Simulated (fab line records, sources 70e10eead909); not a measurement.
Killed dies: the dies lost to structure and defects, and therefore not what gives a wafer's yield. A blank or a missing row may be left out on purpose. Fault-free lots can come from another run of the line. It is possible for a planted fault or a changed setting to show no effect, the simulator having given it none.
Chamber matching ; flow nand_harc ; NHARC_A_CHANNEL_FILL_D2_ALD_25 on ald_hk-02 has 4 sister chambers
The step deposits SiOx, target thk 60 nm, pulse time 10 s, ald cycles 600. 4 wafers are shown with their chamber, then 7 later ones without.

== WAFERS, EACH WITH ITS CHAMBER ==
wafer;chamber;heater_power_outer_w (W)
L087.3;1;277
L089.5;2;321
L090.3;0;315
L090.4;3;257

== WAFERS WHOSE CHAMBER IS MISSING ==
wafer;heater_power_outer_w (W)
L090.5;325
L095.2;257
L095.3;285
L095.6;258
L097.2;305
L097.4;256
L097.1;307

== WHICH CHAMBER EACH ONE RAN IN ==
wafer;from the rows above;in truth
L090.5;can't be placed: 2 or 0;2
L095.2;3;3
L095.3;1;1
L095.6;3;3
L097.2;can't be placed: 0 or 2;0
L097.4;3;3
L097.1;can't be placed: 0 or 2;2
Correctly placed: 4 of 7. From these rows, 3 cannot be placed; in 3 the true chamber is one of the candidates. Placed wrongly: 0.
How it was worked out, from the rows above alone: a wafer's distance from a chamber is the root of the sum, over the readings, of the square of ((its reading less the chamber's mean) divided by the reading's scatter). If the next closest chamber is less than 2 further off than the closest, the wafer can't be placed; otherwise it belongs to the closest. The mean given for a chamber averages the wafers shown for that chamber. The scatter: with one shown wafer a chamber, the root of the mean of the squares of how far each hidden wafer lies from its nearest shown one.
